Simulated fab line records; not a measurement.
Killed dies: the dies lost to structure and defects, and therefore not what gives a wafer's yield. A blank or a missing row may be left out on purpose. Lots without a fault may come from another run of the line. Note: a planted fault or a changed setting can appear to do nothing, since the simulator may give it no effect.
Matching of chambers :: flow n5 finfet :: 3 sister chambers for N5_BEOL_M11_CURE_72 on uv cure-01
The step cures SiCOH lowk, time 120 s. 16 wafers are shown with their chamber, then 8 later ones without.

== WAFERS PAIRED WITH THEIR CHAMBERS ==
wafer: L075.1
chamber: 2
wafer_temp_C_max: 371.3
lamp power pct (%): 52.31

wafer: L075.2
chamber: 2
wafer_temp_C_max: 370.6
lamp power pct (%): 52.33

wafer: L075.4
chamber: 2
wafer_temp_C_max: 371.0
lamp power pct (%): 52.40

wafer: L078.1
chamber: 1
wafer_temp_C_max: 372.0
lamp power pct (%): 52.35

wafer: L078.3
chamber: 1
wafer_temp_C_max: 372.0
lamp power pct (%): 52.31

wafer: L078.5
chamber: 1
wafer_temp_C_max: 371.3
lamp power pct (%): 52.33

wafer: L079.3
chamber: 2
wafer_temp_C_max: 371.2
lamp power pct (%): 52.35

wafer: L079.4
chamber: 2
wafer_temp_C_max: 371.0
lamp power pct (%): 52.32

wafer: L079.6
chamber: 2
wafer_temp_C_max: 371.3
lamp power pct (%): 52.33

wafer: L082.1
chamber: 0
wafer_temp_C_max: 371.9
lamp power pct (%): 52.36

wafer: L082.3
chamber: 0
wafer_temp_C_max: 372.0
lamp power pct (%): 52.20

wafer: L082.6
chamber: 0
wafer_temp_C_max: 372.4
lamp power pct (%): 52.27

wafer: L085.2
chamber: 2
wafer_temp_C_max: 371.2
lamp power pct (%): 52.23

wafer: L085.4
chamber: 2
wafer_temp_C_max: 371.3
lamp power pct (%): 52.24

wafer: L085.5
chamber: 2
wafer_temp_C_max: 371.2
lamp power pct (%): 52.36

wafer: L084.1
chamber: 1
wafer_temp_C_max: 371.5
lamp power pct (%): 52.28

SIGNATURES (means of the wafers above)
reading: wafer_temp_C_max
chamber 0: 372.100
chamber 1: 371.700
chamber 2: 371.122
scatter within a chamber: 0.268

reading: lamp power pct
chamber 0: 52.2767
chamber 1: 52.3175
chamber 2: 52.3189
scatter within a chamber: 0.0549
Rule: for each reading, subtract the chamber's mean from the wafer's reading, divide by that reading's scatter and square the result; add these up over the readings and take the root, which gives the wafer's distance from the chamber. The wafer belongs to the nearest chamber; if the next one is less than 2 further off, it can't be placed. The scatter: the root of (the sum of the squares of (reading less its chamber's mean) over the shown wafers, divided by (wafers less chambers)).

== WAFERS MISSING THEIR CHAMBER ==
wafer: L084.2
wafer_temp_C_max: 372.0
lamp power pct (%): 52.31

wafer: L084.5
wafer_temp_C_max: 371.6
lamp power pct (%): 52.38

wafer: L087.1
wafer_temp_C_max: 371.2
lamp power pct (%): 52.42

wafer: L087.3
wafer_temp_C_max: 371.3
lamp power pct (%): 52.31

wafer: L087.4
wafer_temp_C_max: 371.5
lamp power pct (%): 52.34

wafer: L093.1
wafer_temp_C_max: 371.6
lamp power pct (%): 52.26

wafer: L093.4
wafer_temp_C_max: 371.6
lamp power pct (%): 52.40

wafer: L093.6
wafer_temp_C_max: 372.1
lamp power pct (%): 52.24

== WHICH CHAMBER EACH ONE RAN IN ==
wafer: L084.2
from the rows above: can't be placed: 0 or 1
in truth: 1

wafer: L084.5
from the rows above: can't be placed: 1 or 2 or 0
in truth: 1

wafer: L087.1
from the rows above: can't be placed: 2 or 1
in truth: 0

wafer: L087.3
from the rows above: can't be placed: 2 or 1
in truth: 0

wafer: L087.4
from the rows above: can't be placed: 1 or 2 or 0
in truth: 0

wafer: L093.1
from the rows above: can't be placed: 1 or 0 or 2
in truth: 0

wafer: L093.4
from the rows above: can't be placed: 1 or 2 or 0
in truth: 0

wafer: L093.6
from the rows above: can't be placed: 0 or 1
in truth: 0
0 of 8 placed correctly. Cannot be placed on the basis of these rows: 8; the candidates contain the true chamber in 6. Placed wrongly: 0.
